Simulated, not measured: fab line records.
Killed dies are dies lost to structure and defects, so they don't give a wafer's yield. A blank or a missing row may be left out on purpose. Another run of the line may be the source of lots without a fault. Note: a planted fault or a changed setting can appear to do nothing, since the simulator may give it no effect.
Chamber matching	flow nand harc	4 sister chambers for NHARC_A_CHANNEL_FILL_D2_ALD_02 on ald hk-03
The step deposits SiO2, target thk 6 nm, pulse time 10 s, ald cycles 60. 4 wafers are shown with their chamber, then 12 later ones without.

WAFERS PAIRED WITH THEIR CHAMBERS
wafer	chamber	heater power w (W)
L092.2	3	419
L092.6	0	490
L093.2	1	429
L093.5	2	411

WAFERS WITHOUT THEIR CHAMBER
wafer	heater power w (W)
L093.1	497
L093.4	420
L093.6	418
L094.1	413
L094.3	432
L094.4	483
L095.3	423
L095.5	481
L095.6	435
L096.1	416
L096.3	438
L096.5	410

WHICH CHAMBER EACH WENT THROUGH
wafer	from the rows above	in truth
L093.1	0	0
L093.4	can't be placed: 3 or 1 or 2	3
L093.6	can't be placed: 3 or 2 or 1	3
L094.1	can't be placed: 2 or 3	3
L094.3	can't be placed: 1 or 3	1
L094.4	0	0
L095.3	can't be placed: 3 or 1 or 2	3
L095.5	0	0
L095.6	can't be placed: 1 or 3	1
L096.1	can't be placed: 3 or 2 or 1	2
L096.3	can't be placed: 1 or 3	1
L096.5	can't be placed: 2 or 3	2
Placed correctly: 3 of 12. Cannot be placed on the basis of these rows: 9; the candidates contain the true chamber in 9. Wrongly placed: 0.
How it was worked out, from the rows above alone: a wafer's distance from a chamber is the root of the sum, over the readings, of the square of ((its reading less the chamber's mean) divided by the reading's scatter). The wafer belongs to the nearest chamber; if the next one is less than 2 further off, it can't be placed. A chamber's mean is the mean of its shown wafers. The scatter (one wafer shown for each chamber): square how far every hidden wafer sits from the nearest shown wafer, average those squares and take the square root.
